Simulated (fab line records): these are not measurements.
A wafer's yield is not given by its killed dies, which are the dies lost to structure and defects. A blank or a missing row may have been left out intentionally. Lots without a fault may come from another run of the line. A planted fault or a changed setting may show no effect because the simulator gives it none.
fab line records	flow n5-finfet	part 2 of 2: steps 5 to 6 of 6
record: lots: 24	wafers: 72	last-day: 18
route steps=1938 shown BEOL_M0_SAQP@651 BEOL_M0_CUTY@712
lots untouched by any fault: they come from a run of this same line in which no faults occurred
start-h: hours from the record's first day to the start of the lot's first wafer shown	wait-h: hours from the lot's prior step to this one	" identical to the entry in the row above	L1.1+2: one row covering several wafers at once	- no value present, or no start provided	* or withheld: withheld	< > ~ a bound
route shown NAME@n: a module of which the file shows steps, and the number in the route of the first	usual: mean/standard deviation taken from wafers without a fault	same: alike in all rows	chamber/n: place in a boat	sites: readings site by site	_std_site: standard deviation of those values	_edge_site: the outer-site mean with the inner-site mean subtracted	radius-mm: how far each site lies from the wafer's centre	mask NAME#n: copy n	behind: the most recent tool/chamber to have shaped the wafer	hold: what put the lot on hold/how long, in hours/how the hold closed	device: whichever transistor did not switch (one of n, p or np)	end of line: tests of these same wafers at the route's end	a step with no rows: only its recipe	killed: not the wafer's yield, but the dies lost to structure and defects at the first sort	map: a wafer's dies, x killed, . not, _ none there
set.NAME: the setting that was run; set.NAME@STEP: the one run at that earlier step	model.NAME: the simulator's own value behind a step, which no gauge read
steps of the route over a sample of lots; a table a step, a row a wafer
services: from which hour (start-h, from the record's first day; less than 0 if before it) a tool's chamber was out of use, for how many hours, and why
== steps ==
step: N5_BEOL_M0_SAQP_CD_MEAS_25
recipe: target-cd-nm: 13.1	landing-energy-ev: 1000	detector: se-inlens
usual: cd-nm: 12.77/0.21
lot.wafer	tool	chamber	start-h	wait-h	cd-nm
L074.2	cd-sem-01	0	115.43	0.1	12.67
L074.3	"	0	"	"	12.44
L074.6	"	0	"	"	12.81
L075.1	cd-sem-01	0	118.98	0.1	12.74
L075.2	"	0	"	"	12.86
L075.3	"	0	"	"	13.13
L076.1	cd-sem-01	0	123.96	0.1	12.91
L076.3	"	0	"	"	13.12
L076.4	"	0	"	"	12.74
L077.2	cd-sem-03	0	124.40	0.1	12.93
L077.3	"	0	"	"	12.60
L077.4	"	0	"	"	12.86
L078.1	cd-sem-01	0	137.63	0.1	12.46
L078.2	"	0	"	"	12.53
L078.5	"	0	"	"	12.23
L079.2	cd-sem-01	0	140.21	0.1	12.47
L079.4	"	0	"	"	12.69
L079.5	"	0	"	"	12.78
L080.1	cd-sem-02	0	142.62	0.1	12.91
L080.3	"	0	"	"	12.86
L080.5	"	0	"	"	12.93
L081.2	cd-sem-02	0	146.89	0.1	13.27
L081.3	"	0	"	"	12.81
L081.6	"	0	"	"	12.74
L082.3	cd-sem-02	0	155.67	0.1	12.82
L082.4	"	0	"	"	13.04
L082.5	"	0	"	"	12.69
L083.3	cd-sem-01	0	162.87	0.1	13.06
L083.5	"	0	"	"	13.03
L083.6	"	0	"	"	13.06
L084.2	cd-sem-02	0	180.19	0.1	12.76
L084.5	"	0	"	"	12.66
L084.6	"	0	"	"	12.66
L086.1	cd-sem-03	0	180.60	0.1	12.90
L086.3	"	0	"	"	12.85
L086.5	"	0	"	"	12.80
L085.3	cd-sem-01	0	183.65	0.1	12.37
L085.4	"	0	"	"	13.03
L085.6	"	0	"	"	12.76
L087.2	cd-sem-01	0	183.90	0.1	12.71
L087.4	"	0	"	"	12.97
L087.5	"	0	"	"	12.78
L088.1	cd-sem-03	0	194.07	0.1	12.66
L088.2	"	0	"	"	12.62
L088.4	"	0	"	"	12.63
L089.1	cd-sem-03	0	200.57	0.1	13.08
L089.5	"	0	"	"	12.65
L089.6	"	0	"	"	12.87
L090.3	cd-sem-03	0	204.65	0.1	13.15
L090.5	"	0	"	"	12.83
L090.6	"	0	"	"	12.42
L091.1	cd-sem-02	0	210.96	0.1	12.84
L091.4	"	0	"	"	12.81
L091.5	"	0	"	"	12.90
L092.4	cd-sem-02	0	221.81	0.1	12.86
L092.5	"	0	"	"	13.14
L092.6	"	0	"	"	12.98
L093.2	cd-sem-03	0	224.27	0.1	12.79
L093.3	"	0	"	"	13.03
L093.4	"	0	"	"	12.99
L094.1	cd-sem-02	0	231.26	0.1	12.66
L094.4	"	0	"	"	12.57
L094.5	"	0	"	"	12.50
L097.1	cd-sem-03	0	248.34	0.1	12.50
L097.3	"	0	"	"	12.80
L097.5	"	0	"	"	12.87
L095.2	cd-sem-02	0	248.64	0.1	12.99
L095.4	"	0	"	"	12.81
L095.6	"	0	"	"	13.02
L096.1	cd-sem-03	0	248.67	0.1	12.56
L096.5	"	0	"	"	12.77
L096.6	"	0	"	"	12.84
step: N5_BEOL_M0_CUTY_ETCH_62
recipe: chemistry: CF4	target: SiARC	mask-material: CAR-ArF-block	time-s: 58.5	ion-energy-ev: 80	pressure-mtorr: 40	source-w: 545	bias-w: 36	Ar_flow_sccm: 100	cf4-flow-sccm: 100	ends: cleared
usual: drypump-motor-current-A: 5.9/0.42	etch-rf-on-time-s: 58.1/0.75	oes-product-au: 0.68/0.078	rf-vpp-V: 184.0/1.1	showerhead-plenum-p-Torr: 2.14/0.067	throttle-valve-pct: 15.44/0.22
lot.wafer	tool	chamber	start-h	wait-h	drypump-motor-current-A	etch-rf-on-time-s	oes-product-au	rf-hours-counter-h	rf-vpp-V	showerhead-plenum-p-Torr	throttle-valve-pct
L074.2	rie-diel-01	3	119.18	0.0	6.2	56.9	0.77	25	186.2	2.27	15.20
L074.3	"	0	"	"	6.2	58.3	0.59	240	185.2	2.19	15.48
L074.6	"	2	"	"	5.6	57.6	0.67	-	185.9	2.14	15.32
L075.1	rie-diel-02	1	122.52	0.0	4.8	57.9	0.60	210	183.6	2.04	15.56
L075.2	"	0	"	"	5.5	57.6	0.70	88	183.2	2.16	15.15
L075.3	"	3	"	"	5.9	58.6	0.69	75	184.6	2.17	15.55
L076.1	rie-diel-03	0	127.94	0.0	6.3	60.5	0.58	239	183.0	2.11	15.52
L076.3	"	2	"	"	6.4	58.3	0.63	176	182.4	2.04	15.51
L076.4	"	3	"	"	6.3	59.3	0.60	224	184.2	2.12	15.94
L077.2	rie-diel-02	3	128.53	0.0	5.8	58.6	0.69	78	183.0	2.17	15.57
L077.3	"	1	"	"	4.8	57.9	0.60	-	182.3	2.04	15.55
L077.4	"	3	"	"	5.9	58.9	0.69	-	182.4	2.17	15.58
L078.1	rie-diel-01	3	142.30	0.0	6.2	57.8	0.75	33	185.9	2.27	15.24
L078.2	"	0	"	"	6.2	58.7	0.59	249	184.6	2.19	15.50
L078.5	"	0	"	"	6.2	59.5	0.59	-	186.0	2.19	15.50
L079.2	rie-diel-03	0	143.71	0.0	6.3	60.2	0.57	245	182.6	2.11	15.54
L079.4	"	1	"	"	5.8	57.9	0.62	189	184.4	2.21	15.55
L079.5	"	0	"	"	6.3	60.7	0.58	-	183.0	2.11	15.54
L080.1	rie-diel-01	1	146.48	0.0	5.9	57.0	0.79	21	183.4	2.10	15.31
L080.3	"	3	"	"	6.1	57.4	0.75	36	185.5	2.26	15.23
L080.5	"	1	"	"	5.9	56.8	0.78	-	184.7	2.10	15.32
L081.2	rie-diel-01	2	151.95	0.0	5.6	57.9	0.66	166	186.0	2.14	15.35
L081.3	"	3	"	"	6.2	57.8	0.75	38	185.3	2.26	15.24
L081.6	"	1	"	"	5.9	57.4	0.77	-	183.3	2.09	15.33
L082.3	rie-diel-01	3	160.67	0.0	6.2	57.6	0.75	40	186.0	2.26	15.25
L082.4	"	3	"	"	6.2	57.7	0.74	-	185.0	2.26	15.23
L082.5	"	2	"	"	5.6	58.0	0.66	-	184.8	2.13	15.34
L083.3	rie-diel-02	3	166.75	0.0	5.8	59.1	0.68	89	184.4	2.16	15.59
L083.5	"	1	"	"	4.8	58.5	0.59	-	183.2	2.04	15.58
L083.6	"	0	"	"	5.5	58.0	0.69	-	185.2	2.16	15.18
L084.2	rie-diel-02	1	184.64	0.0	4.8	59.0	0.58	232	182.2	2.04	15.60
L084.5	"	0	"	"	5.5	58.4	0.67	-	184.6	2.15	15.21
L084.6	"	3	"	"	5.8	59.9	0.67	-	183.2	2.16	15.62
L086.1	rie-diel-01	3	184.98	0.0	6.2	58.2	0.73	52	185.5	2.26	15.26
L086.3	"	2	"	"	5.6	58.0	0.65	180	184.8	2.13	15.36
L086.5	"	0	"	"	6.2	57.3	0.82	-	184.7	2.19	15.04
L085.3	rie-diel-02	2	187.70	0.0	5.6	58.0	0.80	17	184.4	2.19	15.73
L085.4	"	0	"	"	5.5	58.2	0.67	108	183.6	2.15	15.21
L085.6	"	0	"	"	5.5	58.0	0.68	-	183.2	2.15	15.21
L087.2	rie-diel-03	2	188.21	0.0	6.4	58.3	0.62	200	182.9	2.03	15.55
L087.4	"	1	"	"	5.8	57.8	0.61	-	183.9	2.21	15.61
L087.5	"	2	"	"	6.4	58.2	0.61	-	183.5	2.03	15.56
L088.1	rie-diel-02	1	198.03	0.0	4.8	58.4	0.59	235	181.8	2.03	15.60
L088.2	"	2	"	"	5.6	57.2	0.81	20	184.4	2.19	15.73
L088.4	"	0	"	"	5.5	57.2	0.68	111	184.1	2.15	15.22
L089.1	rie-diel-01	3	204.34	0.0	6.2	58.6	0.71	59	186.0	2.26	15.26
L089.5	"	2	"	"	5.5	58.1	0.64	-	184.1	2.13	15.37
L089.6	"	1	"	"	5.9	58.1	0.74	-	184.8	2.09	15.36
L090.3	rie-diel-01	1	208.51	0.0	5.9	57.3	0.75	44	183.3	2.09	15.37
L090.5	"	2	"	"	5.6	58.0	0.64	-	184.0	2.13	15.38
L090.6	"	3	"	"	6.2	57.9	0.72	-	185.0	2.25	15.28
L091.1	rie-diel-01	1	214.58	0.0	5.9	56.9	0.75	47	183.5	2.09	15.37
L091.4	"	3	"	"	6.2	58.0	0.72	64	184.8	2.25	15.28
L091.5	"	0	"	"	6.3	57.5	0.79	-	185.7	2.18	15.04
L092.4	rie-diel-03	0	226.00	0.0	6.3	58.9	0.79	-	185.0	2.10	15.09
L092.5	"	2	"	"	6.4	58.1	0.60	-	182.5	2.03	15.59
L092.6	"	1	"	"	5.8	58.0	0.60	-	186.1	2.20	15.62
L093.2	rie-diel-03	1	228.49	0.0	5.8	58.2	0.60	225	185.6	2.20	15.63
L093.3	"	0	"	"	6.3	58.5	0.79	14	184.8	2.10	15.10
L093.4	"	0	"	"	6.3	58.9	0.78	-	183.8	2.10	15.07
L094.1	rie-diel-03	2	235.31	0.0	6.4	59.2	0.59	220	182.2	2.03	15.58
L094.4	"	3	"	"	6.3	57.3	0.84	1	182.1	2.11	15.47
L094.5	"	3	"	"	6.3	57.7	0.85	-	183.1	2.11	15.45
L097.1	rie-diel-03	2	252.70	0.0	6.4	58.2	0.60	226	182.8	2.02	15.62
L097.3	"	0	"	"	6.3	58.6	0.78	22	183.8	2.10	15.10
L097.5	"	1	"	"	5.8	58.1	0.59	-	185.1	2.20	15.65
L095.2	rie-diel-02	2	253.09	0.0	5.6	57.5	0.76	41	182.4	2.18	15.78
L095.4	"	3	"	"	5.9	58.9	0.65	-	185.1	2.15	15.66
L095.6	"	0	"	"	5.5	57.3	0.67	-	183.0	2.15	15.24
L096.1	rie-diel-03	1	253.71	0.0	5.8	58.3	0.60	234	184.7	2.20	15.64
L096.5	"	1	"	"	5.8	58.0	0.60	-	184.7	2.20	15.65
L096.6	"	2	"	"	6.4	58.7	0.59	-	183.0	2.02	15.62
== services ==
tool	chamber	start-h	hours	kind
rie-diel-05	0	105.22	2.4	repair
rie-diel-01	1	121.69	7.3	repair
rie-diel-01	0	144.08	-	clean
rie-diel-05	0	149.24	2.4	repair
rie-diel-04	0	150.26	5.2	repair
rie-diel-02	3	152.96	1.8	repair
rie-diel-04	2	155.76	-	clean
rie-diel-04	2	155.76	-	consumable-replace:esc
rie-diel-04	2	155.76	-	consumable-replace:focus-ring
rie-diel-04	2	155.76	18.5	scheduled-down
rie-diel-04	2	155.76	18.5	vent-cycle
rie-diel-03	0	165.62	14.4	repair
rie-diel-01	1	172.82	7.6	repair
rie-diel-02	0	174.77	2.9	repair
rie-diel-06	1	175.19	8.7	repair
rie-diel-06	0	208.32	-	clean
rie-diel-06	0	208.32	-	consumable-replace:focus-ring
rie-diel-06	0	208.32	17.7	scheduled-down
rie-diel-06	0	208.32	17.7	vent-cycle
rie-diel-01	3	225.93	4.2	repair
rie-diel-04	1	244.83	-	clean
rie-diel-04	1	244.83	-	consumable-replace:focus-ring
rie-diel-04	1	244.83	22.6	scheduled-down
rie-diel-04	1	244.83	22.6	vent-cycle
